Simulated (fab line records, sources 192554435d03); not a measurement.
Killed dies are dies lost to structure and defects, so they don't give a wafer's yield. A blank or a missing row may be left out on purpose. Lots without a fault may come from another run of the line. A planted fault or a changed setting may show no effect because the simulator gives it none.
Which tool did it? | flow n5_finfet | 24 lots, 72 wafers sampled, at 5 steps of a route of 1938

WHAT THE GAUGES READ, wafer by wafer
N5_BEOL_M13_CD_MEAS_10: target cd 190 nm.
lot  | measured     | on        | cd_nm (nm)
L075 | day 10 23:33 | cd_sem-02 | 190.6 191.7 191.4
L074 | day 11 03:41 | cd_sem-01 | 189.2 189.6 189.2
L076 | day 11 09:53 | cd_sem-02 | 192.1 190.5 190.0
L078 | day 11 12:51 | cd_sem-02 | 191.3 187.8 189.2
L077 | day 11 15:53 | cd_sem-03 | 188.9 188.9 189.2
L080 | day 11 21:57 | cd_sem-03 | 189.4 191.2 190.1
L079 | day 12 01:00 | cd_sem-01 | 190.3 188.2 185.4
L081 | day 12 01:02 | cd_sem-03 | 190.1 191.0 190.4
L083 | day 12 19:10 | cd_sem-01 | 187.1 192.1 189.9
L082 | day 12 20:32 | cd_sem-03 | 187.6 190.0 188.7
L084 | day 12 20:57 | cd_sem-02 | 188.9 190.0 189.7
L085 | day 13 01:16 | cd_sem-03 | 194.0 192.0 191.2
L086 | day 13 06:08 | cd_sem-03 | 191.9 188.0 190.0
L089 | day 14 00:14 | cd_sem-01 | 189.3 187.7 188.7
L087 | day 14 03:41 | cd_sem-03 | 189.5 189.3 191.9
L088 | day 14 13:19 | cd_sem-01 | 189.9 190.6 191.2
L090 | day 14 21:00 | cd_sem-02 | 189.6 191.0 190.3
L091 | day 14 21:35 | cd_sem-01 | 192.5 191.1 190.3
L093 | day 15 07:14 | cd_sem-02 | 190.8 190.3 190.9
L092 | day 15 10:03 | cd_sem-03 | 191.3 190.1 192.4
L095 | day 15 15:10 | cd_sem-03 | 191.1 189.1 191.0
L094 | day 15 17:58 | cd_sem-03 | 188.4 189.0 190.4
L096 | day 16 03:03 | cd_sem-03 | 192.2 188.6 190.9
L097 | day 16 20:26 | cd_sem-03 | 186.7 188.4 187.8

WHICH TOOL RAN EACH LOT (tool, then ch and the chambers of the sampled wafers, then the start)
lot  | N5_BEOL_M12_ILD_DEP_00          | N5_BEOL_M12_STRIP_63                 | N5_BEOL_M12_DEGAS_41         | N5_BEOL_M12_SPUTTER_45
L075 | pecvd-01 ch 0,1,2, day 10 17:32 | plasma_asher-01 ch 0,1, day 10 18:19 | pvd_sputter-01, day 10 21:43 | pvd_sputter-01, day 10 21:58
L074 | pecvd-01 ch 0,1,2, day 10 18:17 | plasma_asher-01 ch 0,1, day 10 19:52 | pvd_sputter-03, day 11 01:38 | pvd_sputter-03, day 11 01:53
L076 | pecvd-01 ch 0,2, day 11 04:50   | plasma_asher-01 ch 0, day 11 05:56   | pvd_sputter-01, day 11 08:07 | pvd_sputter-01, day 11 08:22
L078 | pecvd-04 ch 0,2, day 11 07:56   | plasma_asher-02 ch 0,1, day 11 09:13 | pvd_sputter-02, day 11 10:59 | pvd_sputter-02, day 11 11:14
L077 | pecvd-04 ch 0,1,2, day 11 11:23 | plasma_asher-02 ch 0,1, day 11 12:27 | pvd_sputter-02, day 11 14:01 | pvd_sputter-02, day 11 14:16
L080 | pecvd-03 ch 0,2, day 11 15:34   | plasma_asher-02 ch 0,1, day 11 16:32 | pvd_sputter-01, day 11 19:56 | pvd_sputter-01, day 11 20:11
L079 | pecvd-03 ch 0,1,2, day 11 18:08 | plasma_asher-01 ch 0,1, day 11 19:18 | pvd_sputter-01, day 11 22:42 | pvd_sputter-01, day 11 22:56
L081 | pecvd-01 ch 1,2, day 11 19:49   | plasma_asher-02 ch 0,1, day 11 20:56 | pvd_sputter-02, day 11 23:07 | pvd_sputter-02, day 11 23:22
L083 | pecvd-03 ch 0,2, day 12 13:23   | plasma_asher-02 ch 0,1, day 12 14:43 | pvd_sputter-02, day 12 17:14 | pvd_sputter-02, day 12 17:28
L082 | pecvd-04 ch 0,1,2, day 12 13:49 | plasma_asher-01 ch 0,1, day 12 14:49 | pvd_sputter-01, day 12 18:19 | pvd_sputter-01, day 12 18:34
L084 | pecvd-01 ch 1, day 12 16:00     | plasma_asher-02 ch 0,1, day 12 16:59 | pvd_sputter-02, day 12 18:48 | pvd_sputter-02, day 12 19:02
L085 | pecvd-04 ch 0,1,2, day 12 19:41 | plasma_asher-01 ch 0,1, day 12 20:30 | pvd_sputter-02, day 12 23:22 | pvd_sputter-02, day 12 23:36
L086 | pecvd-01 ch 0,1, day 12 23:38   | plasma_asher-01 ch 0,1, day 13 00:42 | pvd_sputter-02, day 13 04:14 | pvd_sputter-02, day 13 04:28
L089 | pecvd-03 ch 0,1, day 13 19:04   | plasma_asher-01 ch 0,1, day 13 20:11 | pvd_sputter-02, day 13 22:10 | pvd_sputter-02, day 13 22:24
L087 | pecvd-04 ch 0,1,2, day 13 20:26 | plasma_asher-02 ch 0,1, day 13 21:28 | pvd_sputter-02, day 14 01:31 | pvd_sputter-02, day 14 01:46
L088 | pecvd-03 ch 1,2, day 14 03:47   | plasma_asher-01 ch 0,1, day 14 04:44 | pvd_sputter-03, day 14 11:35 | pvd_sputter-03, day 14 11:50
L090 | pecvd-04 ch 0,1,2, day 14 13:09 | plasma_asher-02 ch 0,1, day 14 14:08 | pvd_sputter-01, day 14 18:55 | pvd_sputter-01, day 14 19:09
L091 | pecvd-03 ch 1,2, day 14 13:16   | plasma_asher-01 ch 0,1, day 14 14:24 | pvd_sputter-03, day 14 19:23 | pvd_sputter-03, day 14 19:38
L093 | pecvd-01 ch 0,1,2, day 15 00:50 | plasma_asher-01 ch 0,1, day 15 01:49 | pvd_sputter-03, day 15 05:16 | pvd_sputter-03, day 15 05:30
L092 | pecvd-03 ch 0,1, day 15 03:41   | plasma_asher-02 ch 0,1, day 15 04:46 | pvd_sputter-03, day 15 08:19 | pvd_sputter-03, day 15 08:34
L095 | pecvd-04 ch 0,1, day 15 10:05   | plasma_asher-01 ch 0,1, day 15 11:02 | pvd_sputter-02, day 15 13:24 | pvd_sputter-02, day 15 13:38
L094 | pecvd-04 ch 0,1,2, day 15 13:23 | plasma_asher-01 ch 0,1, day 15 14:20 | pvd_sputter-03, day 15 16:05 | pvd_sputter-03, day 15 16:19
L096 | pecvd-01 ch 0,1,2, day 15 20:29 | plasma_asher-01 ch 0,1, day 15 21:24 | pvd_sputter-03, day 15 23:26 | pvd_sputter-03, day 15 23:41
L097 | pecvd-01 ch 1,2, day 16 12:22   | plasma_asher-02 ch 0,1, day 16 13:26 | pvd_sputter-03, day 16 18:25 | pvd_sputter-03, day 16 18:40
- N5_BEOL_M12_ILD_DEP_00: deposits SiOC from DEMS/O2, target thk 658.92 nm, time 130.7 s.
- N5_BEOL_M12_STRIP_63: strips in N2/H2.
- N5_BEOL_M12_DEGAS_41: time 60 s.
- N5_BEOL_M12_SPUTTER_45: material Cu, target thk 80 nm, time 13.33 s.

WHAT THE TOOLS THEMSELVES READ (means of the sampled wafers that have a number; where no wafer has one, the mark that the record gives instead)
N5_BEOL_M12_ILD_DEP_00.
lot  | tool     | heater_power_w (W) | showerhead_plenum_p_Torr (Torr) | throttle_valve_pct (%)
L075 | pecvd-01 | 460                | 5.692                           | 12.3
L074 | pecvd-01 | 491                | 5.692                           | 12.3
L076 | pecvd-01 | 421                | 5.698                           | 12.1
L078 | pecvd-04 | 457                | 5.690                           | 12.5
L077 | pecvd-04 | 485                | 5.685                           | 12.2
L080 | pecvd-03 | 409                | 5.697                           | 12.7
L079 | pecvd-03 | 413                | 5.693                           | 12.3
L081 | pecvd-01 | 455                | 5.700                           | 12.0
L083 | pecvd-03 | 427                | 5.705                           | 12.7
L082 | pecvd-04 | 505                | 5.697                           | 12.3
L084 | pecvd-01 | 563                | 5.699                           | 12.5
L085 | pecvd-04 | 484                | 5.688                           | 12.3
L086 | pecvd-01 | 460                | 5.697                           | 12.7
L089 | pecvd-03 | 444                | 5.696                           | 12.7
L087 | pecvd-04 | 461                | 5.686                           | 12.2
L088 | pecvd-03 | 499                | 5.690                           | 12.2
L090 | pecvd-04 | 476                | 5.693                           | 12.2
L091 | pecvd-03 | 446                | 5.684                           | 12.1
L093 | pecvd-01 | 450                | 5.692                           | 12.4
L092 | pecvd-03 | 469                | 5.693                           | 12.7
L095 | pecvd-04 | 485                | 5.696                           | 12.2
L094 | pecvd-04 | 493                | 5.701                           | 12.2
L096 | pecvd-01 | 469                | 5.696                           | 12.3
L097 | pecvd-01 | 475                | 5.694                           | 12.1

N5_BEOL_M12_STRIP_63.
lot  | tool            | drypump_motor_current_A (A) | heater_power_w (W) | oes_product_au (a.u.) | strip_time_to_endpoint_s (s) | temp_c (C)
L075 | plasma_asher-01 | 5.9                         | 390                | 0.697                 | 42.3                         | 249.95
L074 | plasma_asher-01 | 5.9                         | 396                | 0.694                 | 42.7                         | 250.19
L076 | plasma_asher-01 | 5.1                         | 406                | 0.690                 | 42.7                         | 249.98
L078 | plasma_asher-02 | 6.4                         | 374                | 0.691                 | 42.3                         | 250.02
L077 | plasma_asher-02 | 6.4                         | 378                | 0.691                 | 42.1                         | 250.15
L080 | plasma_asher-02 | 6.4                         | 380                | 0.692                 | 42.2                         | 249.96
L079 | plasma_asher-01 | 6.0                         | 398                | 0.690                 | 42.1                         | 249.95
L081 | plasma_asher-02 | 6.4                         | 376                | 0.694                 | 42.9                         | 249.91
L083 | plasma_asher-02 | 6.2                         | 352                | 0.694                 | 42.4                         | 250.11
L082 | plasma_asher-01 | 5.5                         | 406                | 0.691                 | 43.5                         | 250.26
L084 | plasma_asher-02 | 6.2                         | 358                | 0.692                 | 42.4                         | 250.00
L085 | plasma_asher-01 | 6.0                         | 392                | 0.691                 | 43.6                         | 249.94
L086 | plasma_asher-01 | 5.9                         | 390                | 0.694                 | 42.1                         | 250.20
L089 | plasma_asher-01 | 5.5                         | 398                | 0.693                 | 42.7                         | 250.19
L087 | plasma_asher-02 | 6.2                         | 354                | 0.690                 | 42.2                         | 250.11
L088 | plasma_asher-01 | 5.5                         | 396                | 0.695                 | 42.5                         | 250.06
L090 | plasma_asher-02 | 6.2                         | 352                | 0.695                 | 42.5                         | 249.88
L091 | plasma_asher-01 | 6.0                         | 393                | 0.695                 | 42.8                         | 249.78
L093 | plasma_asher-01 | 6.0                         | 389                | 0.696                 | 43.6                         | 249.96
L092 | plasma_asher-02 | 6.5                         | 382                | 0.688                 | 41.5                         | 249.86
L095 | plasma_asher-01 | 5.5                         | 397                | 0.692                 | 42.4                         | 249.99
L094 | plasma_asher-01 | 5.9                         | 391                | 0.694                 | 42.9                         | 250.08
L096 | plasma_asher-01 | 5.5                         | 399                | 0.692                 | 42.2                         | 250.13
L097 | plasma_asher-02 | 6.2                         | 349                | 0.694                 | 42.2                         | 250.16

N5_BEOL_M12_DEGAS_41.
lot  | tool           | heater_power_w (W)
L075 | pvd_sputter-01 | 331
L074 | pvd_sputter-03 | 364
L076 | pvd_sputter-01 | 324
L078 | pvd_sputter-02 | 324
L077 | pvd_sputter-02 | 324
L080 | pvd_sputter-01 | 364
L079 | pvd_sputter-01 | 368
L081 | pvd_sputter-02 | 333
L083 | pvd_sputter-02 | 321
L082 | pvd_sputter-01 | 360
L084 | pvd_sputter-02 | 327
L085 | pvd_sputter-02 | 312
L086 | pvd_sputter-02 | 332
L089 | pvd_sputter-02 | 317
L087 | pvd_sputter-02 | 308
L088 | pvd_sputter-03 | 364
L090 | pvd_sputter-01 | 358
L091 | pvd_sputter-03 | 360
L093 | pvd_sputter-03 | 362
L092 | pvd_sputter-03 | 371
L095 | pvd_sputter-02 | 324
L094 | pvd_sputter-03 | 369
L096 | pvd_sputter-03 | 376
L097 | pvd_sputter-03 | 346

N5_BEOL_M12_SPUTTER_45.
lot  | tool           | throttle_valve_pct (%)
L075 | pvd_sputter-01 | 29.4
L074 | pvd_sputter-03 | 29.3
L076 | pvd_sputter-01 | 29.1
L078 | pvd_sputter-02 | 29.5
L077 | pvd_sputter-02 | 29.7
L080 | pvd_sputter-01 | 30.1
L079 | pvd_sputter-01 | 30.4
L081 | pvd_sputter-02 | 30.0
L083 | pvd_sputter-02 | 29.6
L082 | pvd_sputter-01 | 29.9
L084 | pvd_sputter-02 | 28.8
L085 | pvd_sputter-02 | 29.5
L086 | pvd_sputter-02 | 28.8
L089 | pvd_sputter-02 | 30.2
L087 | pvd_sputter-02 | 29.4
L088 | pvd_sputter-03 | 29.3
L090 | pvd_sputter-01 | 29.1
L091 | pvd_sputter-03 | 29.8
L093 | pvd_sputter-03 | 29.7
L092 | pvd_sputter-03 | 29.2
L095 | pvd_sputter-02 | 28.9
L094 | pvd_sputter-03 | 29.2
L096 | pvd_sputter-03 | 30.5
L097 | pvd_sputter-03 | 29.2

THE ANSWER, worked out from the rows above alone
Rule: what is usual is taken from the lots themselves. Put in order of their means at a reading, lots are off if they are a third of the lots or fewer, leave a main group of 4 or more, and stand apart from it by a gap of 3 or more times the standard deviation of the main group's means; of several such gaps the widest counts. A main group whose means are all the same, to the digits that the tables above print for the reading, isn't used. A lot without any number at a reading at which 4 lots or more have one is off too. The other lots that the step has rows for count as sound. The gauges are gone through in route order, then the tools' own readings, and for those a lot's mean is taken as printed above. The first step at which some lot is off is used, and at that step the reading that is off furthest; a lot without a number counts as furthest.
No lot is off at any reading shown: from this, nothing can be told.

WHAT THE SIMULATOR HAD PUT IN
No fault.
